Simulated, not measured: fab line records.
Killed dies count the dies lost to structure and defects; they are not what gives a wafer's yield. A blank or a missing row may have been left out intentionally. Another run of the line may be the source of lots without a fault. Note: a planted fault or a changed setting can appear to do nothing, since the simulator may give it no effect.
Split-lot study | flow n5Finfet | 21 wafers read across 7 lots, on a route 1938 steps long

## ON THE SPLIT
At N5_BEOL_M11_COAT_59 (time 60 s, resist thk 100 nm), the setting spinRpm was moved away from the recipe's 1500 rpm on 4 of the 21 wafers read, by -7.5% to +7.7%. All remaining wafers had this setting at the recipe value.

Reading taken at the split's own step.

## THE READING
SOC_of_BEOL_M11_COAT_59.thkNm (the simulator's own value, which no gauge read), in nm, at N5_BEOL_M11_COAT_59 (time 60 s, resist thk 100 nm). There is no usual value for it anywhere in the file. Average 100.3 nm, standard deviation 0.38 nm, over the 17 wafers here run with the recipe.

wafer  | tool, chamber at the split | spinRpm as run, rpm | against the recipe | SOC_of_BEOL_M11_COAT_59.thkNm, nm | against lot-mates on the recipe
L076.1 | lithoTrack-01, 0           | 1500                | recipe             | 100                               | -
L076.3 | lithoTrack-01, 0           | 1500                | recipe             | 100.4                             | -
L076.4 | lithoTrack-01, 0           | 1500                | recipe             | 100.4                             | -
L083.1 | lithoTrack-01, 0           | 1500                | recipe             | 100                               | -
L083.3 | lithoTrack-01, 0           | 1615                | +7.7%              | 96.6                              | -3.4
L083.4 | lithoTrack-01, 0           | 1615                | +7.7%              | 96.4                              | -3.6
L084.1 | lithoTrack-04, 0           | 1500                | recipe             | 100.2                             | -
L084.3 | lithoTrack-04, 0           | 1500                | recipe             | 100.4                             | -
L084.5 | lithoTrack-04, 0           | 1500                | recipe             | 100                               | -
L086.1 | lithoTrack-05, 0           | 1500                | recipe             | 100                               | -
L086.2 | lithoTrack-05, 0           | 1500                | recipe             | 99.6                              | -
L086.6 | lithoTrack-05, 0           | 1500                | recipe             | 99.8                              | -
L090.1 | lithoTrack-05, 0           | 1500                | recipe             | 101                               | -
L090.6 | lithoTrack-05, 0           | 1500                | recipe             | 101                               | -
L090.4 | lithoTrack-05, 0           | 1500                | recipe             | 100.8                             | -
L096.1 | lithoTrack-05, 0           | 1500                | recipe             | 100.2                             | -
L096.3 | lithoTrack-05, 0           | 1500                | recipe             | 100                               | -
L096.4 | lithoTrack-05, 0           | 1387                | -7.5%              | 104                               | +3.9
L097.2 | lithoTrack-05, 0           | 1500                | recipe             | 100.4                             | -
L097.4 | lithoTrack-05, 0           | 1416                | -5.6%              | 103.2                             | +2.9
L097.5 | lithoTrack-05, 0           | 1500                | recipe             | 100.2                             | -

THE FIT
A straight line over all 21 wafers: SOC_of_BEOL_M11_COAT_59.thkNm changes by -0.497 nm for each +1% of spinRpm; r = -0.98; the points scatter about the line by 0.36 nm.
The same after taking each lot's own level away (the mean of its wafers on the recipe; 21 wafers): -0.483 nm for each +1%; r = -0.99; scatter 0.16 nm.
The reading moves by 3.7 nm for the largest change in spinRpm, on that fit.
Measured against the standard deviation above, the lots' own levels, which go from 99.80 to 100.93 nm, span 3.0 times it.
The two slopes agree, so the slope changes little with the lot-to-lot level.
Check: with one of the wafers moved furthest among these (+7.7%) left out of the fit, the line predicts -3.79 nm for it against its lot-mates. It came out at -3.4 nm against them.

## THE OTHER SPLITS THESE WAFERS WENT THROUGH
Note: prior to the reading, these wafers also went through further splits. Each is held against what the fit with the lots' levels taken away leaves over:
other split on the same wafers  | wafers away from the commonest value | r with SOC_of_BEOL_M11_COAT_59.thkNm (lot level and that fit taken away)
N5_BEOL_M6_HM_DEP_02 targetThkA | 7                                    | -0.51
N5_BEOL_M7_ETCH_62 sourceW      | 9                                    | -0.20
N5_BEOL_M7_COAT_63 spinRpm      | 5                                    | -0.15
N5_BEOL_M8_PECVD_70 timeS       | 8                                    | +0.09
N5_BEOL_M8_EXPOSE_08 doseMj     | 3                                    | +0.34

## THE FILE'S OWN FIT
SOC_of_BEOL_M11_COAT_59.thkNm changes by -0.493 nm for each +1% of spinRpm, r = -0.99.
